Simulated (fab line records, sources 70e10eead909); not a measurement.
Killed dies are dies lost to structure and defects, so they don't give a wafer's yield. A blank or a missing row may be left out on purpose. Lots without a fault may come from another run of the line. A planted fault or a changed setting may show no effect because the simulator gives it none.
Chamber matching | flow nand_harc | NHARC_A_STAIRCASE_STRIP_476 on rie_diel-06: 4 sister chambers
The step strips in O2, time 20 s. 4 wafers are shown with their chamber, then 11 later ones without.

WAFERS WITH THEIR CHAMBER
wafer  | chamber | showerhead_plenum_p_Torr (Torr)
L085.1 | 0       | 3.74
L088.1 | 2       | 3.38
L089.3 | 3       | 3.56
L091.1 | 1       | 3.46

WAFERS WITHOUT THEIR CHAMBER
wafer  | showerhead_plenum_p_Torr (Torr)
L091.2 | 3.73
L091.3 | 3.38
L094.1 | 3.46
L094.3 | 3.55
L094.4 | 3.73
L096.2 | 3.72
L096.3 | 3.46
L096.4 | 3.55
L097.1 | 3.46
L097.2 | 3.72
L097.5 | 3.46

WHICH CHAMBER EACH WENT THROUGH
wafer  | from the rows above | in truth
L091.2 | 0                   | 0
L091.3 | 2                   | 2
L094.1 | 1                   | 1
L094.3 | 3                   | 3
L094.4 | 0                   | 0
L096.2 | 0                   | 0
L096.3 | 1                   | 1
L096.4 | 3                   | 3
L097.1 | 1                   | 1
L097.2 | 0                   | 0
L097.5 | 1                   | 1
Placed correctly: 11 of 11. Can't be placed from these rows: 0. Placed wrongly: 0.
How it was worked out, from the rows above alone: a wafer's distance from a chamber is the root of the sum, over the readings, of the square of ((its reading less the chamber's mean) divided by the reading's scatter). The wafer belongs to the nearest chamber; if the next one is less than 2 further off, it can't be placed. A chamber's mean is the mean of its shown wafers. The scatter: with one shown wafer a chamber, the root of the mean of the squares of how far each hidden wafer lies from its nearest shown one.
